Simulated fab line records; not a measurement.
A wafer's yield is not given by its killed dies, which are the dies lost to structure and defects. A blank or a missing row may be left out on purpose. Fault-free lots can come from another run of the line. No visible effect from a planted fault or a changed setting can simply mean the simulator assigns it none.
Chamber matching ; flow nand_harc ; NHARC_A_STAIRCASE_DEP_325 on pecvd-03 has 3 sister chambers
The step deposits SiO2, target thk 3800 nm. 6 wafers are shown with their chamber, then 7 later ones without.

== EACH WAFER AND ITS CHAMBER ==
wafer;chamber;heater_power_w (W);susceptor_temp_C (C)
L085.6;2;642;400.28
L083.4;2;646;399.94
L083.5;0;474;399.97
L083.6;1;714;400.14
L092.4;1;708;400.06
L092.5;0;482;399.87

== WAFERS MISSING THEIR CHAMBER ==
wafer;heater_power_w (W);susceptor_temp_C (C)
L092.6;646;399.89
L091.2;810;400.22
L091.4;644;399.87
L091.5;720;400.15
L095.3;544;400.01
L095.4;461;400.11
L095.6;654;400.01

== CHAMBER TAKEN BY EACH ==
wafer;from the rows above;in truth
L092.6;2;2
L091.2;1;1
L091.4;2;2
L091.5;1;1
L095.3;0;0
L095.4;0;0
L095.6;2;2
Placed correctly: 7 of 7. Left unplaced by these rows: 0. Wrongly placed: 0.
How it was worked out, from the rows above alone: a wafer's distance from a chamber is the root of the sum, over the readings, of the square of ((its reading less the chamber's mean) divided by the reading's scatter). If the next closest chamber is less than 2 further off than the closest, the wafer can't be placed; otherwise it belongs to the closest. Each chamber's mean is taken over the wafers shown for it. The scatter: the root of (the sum of the squares of (reading less its chamber's mean) over the shown wafers, divided by (wafers less chambers)).
